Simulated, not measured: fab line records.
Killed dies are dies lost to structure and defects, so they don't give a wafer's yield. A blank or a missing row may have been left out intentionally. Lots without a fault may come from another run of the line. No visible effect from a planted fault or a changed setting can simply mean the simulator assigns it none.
Matching of chambers + flow nand harc + pecvd-03 running NHARC_A_CONTACT_DEP_85: 3 sister chambers
The step deposits SiON, target thk 60 nm. 20 wafers are shown with their chamber, then 10 later ones without.

WAFERS WITH THEIR CHAMBER
| wafer  | chamber | heater power w (W) |
|--------|---------|--------------------|
| L075.1 | 0       | 753                |
| L075.4 | 0       | 742                |
| L075.5 | 1       | 788                |
| L079.1 | 1       | 740                |
| L079.2 | 2       | 650                |
| L079.4 | 1       | 800                |
| L081.2 | 0       | 735                |
| L081.5 | 0       | 720                |
| L081.6 | 1       | 727                |
| L083.2 | 2       | 642                |
| L083.3 | 1       | 696                |
| L083.4 | 0       | 668                |
| L085.2 | 1       | 696                |
| L085.3 | 0       | 652                |
| L085.6 | 2       | 651                |
| L091.3 | 0       | 690                |
| L091.4 | 2       | 649                |
| L091.6 | 0       | 706                |
| L094.4 | 1       | 758                |
| L094.5 | 2       | 571                |

SIGNATURES (means of the wafers above)
| reading        | chamber 0 | chamber 1 | chamber 2 | scatter within a chamber |
|----------------|-----------|-----------|-----------|--------------------------|
| heater power w | 708.25    | 743.57    | 632.60    | 37.6                     |
Rule: for each reading, subtract the chamber's mean from the wafer's reading, divide by that reading's scatter and square the result; add these up over the readings and take the root, which gives the wafer's distance from the chamber. The wafer belongs to the nearest chamber; if the next one is less than 2 further off, it can't be placed. The scatter is the square root of a quotient: the sum, over the shown wafers, of each reading's squared deviation from its chamber's mean, divided by wafers minus chambers.

WAFERS WITH NO CHAMBER GIVEN
| wafer  | heater power w (W) |
|--------|--------------------|
| L094.6 | 712                |
| L096.1 | 579                |
| L096.2 | 713                |
| L096.3 | 665                |
| L095.1 | 680                |
| L095.2 | 638                |
| L095.5 | 730                |
| L097.2 | 664                |
| L097.3 | 599                |
| L097.5 | 679                |

WHICH CHAMBER EACH ONE RAN IN
| wafer  | from the rows above          | in truth |
|--------|------------------------------|----------|
| L094.6 | can't be placed: 0 or 1      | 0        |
| L096.1 | 2                            | 2        |
| L096.2 | can't be placed: 0 or 1      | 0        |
| L096.3 | can't be placed: 2 or 0 or 1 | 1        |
| L095.1 | can't be placed: 0 or 2 or 1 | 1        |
| L095.2 | can't be placed: 2 or 0      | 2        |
| L095.5 | can't be placed: 1 or 0      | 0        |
| L097.2 | can't be placed: 2 or 0 or 1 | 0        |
| L097.3 | 2                            | 2        |
| L097.5 | can't be placed: 0 or 2 or 1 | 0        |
Correctly placed: 2 of 10. These rows do not allow placing 8 (true chamber among the candidates in 8). 0 placed wrongly.
